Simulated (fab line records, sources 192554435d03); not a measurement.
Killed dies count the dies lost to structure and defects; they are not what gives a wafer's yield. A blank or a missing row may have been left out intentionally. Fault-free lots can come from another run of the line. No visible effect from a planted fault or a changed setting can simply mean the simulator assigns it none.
A lot that was struck, set against a sound lot    flow n5-finfet    15 out of 1938 route steps
Sound: wafers L530.1, L530.2, L530.5. Struck: wafer L516.6. (L516.5 of the same lot was not struck and is left out.) The cause comes at the end.
At each step with rows: each side's tool, then ch and its chambers, then its first start. Under that, the readings that differ: sound wafers    struck wafers    difference of the means    sigmas: that difference in standard deviations of wafers without a fault.
alike: readings whose means differ by less than 2 such deviations, and words and numbers that are the same on both sides. not compared: withheld readings, readings that some wafer has no value for, bounds like >300 that may hide the same value, and numbers for which the record gives no deviation and whose values overlap.
Wherever a step has rows on one side only, a row that says differs or no value, or a row with sigmas, the two part there. Numbers that don't overlap but have no deviation are shown without sigmas and don't part them. A reading that every wafer of one side lacks parts them only if that side has two wafers or more.

N5_BEOL_M5_STRIP_91: strips in N2/H2, time 10 s.
  sound on rie-diel-03 ch 1,2; struck on rie-diel-05 ch 2
reading                 sound           struck  difference  sigmas
oes-product-au (a.u.)   0.71 0.71 0.71  0.89    +0.18       +3
throttle-valve-pct (%)  23.8 23.8 23.8  22.8    -1.0        -3
  alike: drypump-motor-current-A, rf-vpp-V, showerhead-plenum-p-Torr
  not compared: rf-hours-counter-h
N5_BEOL_M5_OCD_MEAS_38:
  sound: ocd-01 at day 13 11:40; struck: ocd-01 at day 9 10:30
reading               sound           struck  difference  sigmas
trench-depth-nm (nm)  69.0 69.8 71.0  74.4    +4.5        +4
then, 4 steps without rows for these wafers: N5_BEOL_M5_HM_STRIP_39 (strips TiN in peroxide tin strip, target depth 25 nm, time 158 s); N5_BEOL_M5_SRD_40 (time 30 s); N5_BEOL_M5_PRECLEAN_42 (cleans in residue remover, time 60 s); N5_BEOL_M5_SRD_43 (time 30 s).
N5_BEOL_M5_CD_MEAS_35: target cd 28 nm, target cd y 24 nm.
  sound: cd-sem-02 at day 13 11:49; struck: cd-sem-02 at day 9 10:40
  alike: cd-nm
then, 1 step without rows for these wafers: N5_BEOL_M5_CURE_80 (cures SiCOH lowk, time 120 s).
N5_BEOL_M5_DEGAS_44: time 60 s.
  sound: pvd-sputter-01 at day 13 12:20; struck: pvd-sputter-03 at day 9 11:14
  alike: heater-power-w
N5_BEOL_M5_PRE_CLEAN_45: time 30 s.
  sound: pvd-sputter-01 at day 13 12:23; struck: pvd-sputter-03 at day 9 11:17
  alike: heater-power-w
then, 1 step without rows for these wafers: N5_BEOL_M5_ALD_86 (deposits TaN, pulse time 2 s, purge time 3 s, co reactant purge time 2 s).
N5_BEOL_M5_SURFACE_TREAT_87:
  sound: pvd-sputter-03 at day 13 12:44; struck: pvd-sputter-02 at day 9 11:41
  not compared: throttle-valve-pct
N5_BEOL_M5_CVD_47: deposits Co from CCTBA/H2, target thk 3 nm, time 216 s.
  sound on cvd-co-02 ch 0,1, day 13 12:48; struck on cvd-co-01 ch 1, day 9 12:04
reading           sound              struck  difference  sigmas
run-length-s (s)  239.3 239.7 239.1  241.8   +2.4        +4
N5_BEOL_M5_SPUTTER_48: material Cu, target thk 15 nm, time 27.62 s.
  sound: pvd-sputter-01 at day 13 13:05; struck: pvd-sputter-01 at day 9 12:12
  alike: chamber-pressure-pa, throttle-valve-pct
following that, these wafers have no rows for 1 step: N5_PASSIVATION_PROBE_49.

WHERE THEY PART
First at N5_BEOL_M5_STRIP_91; last, within this record, at N5_BEOL_M5_CVD_47. Later steps at which nothing parts them and some readings are alike: N5_BEOL_M5_SPUTTER_48.

WHY: whatever the simulator had introduced
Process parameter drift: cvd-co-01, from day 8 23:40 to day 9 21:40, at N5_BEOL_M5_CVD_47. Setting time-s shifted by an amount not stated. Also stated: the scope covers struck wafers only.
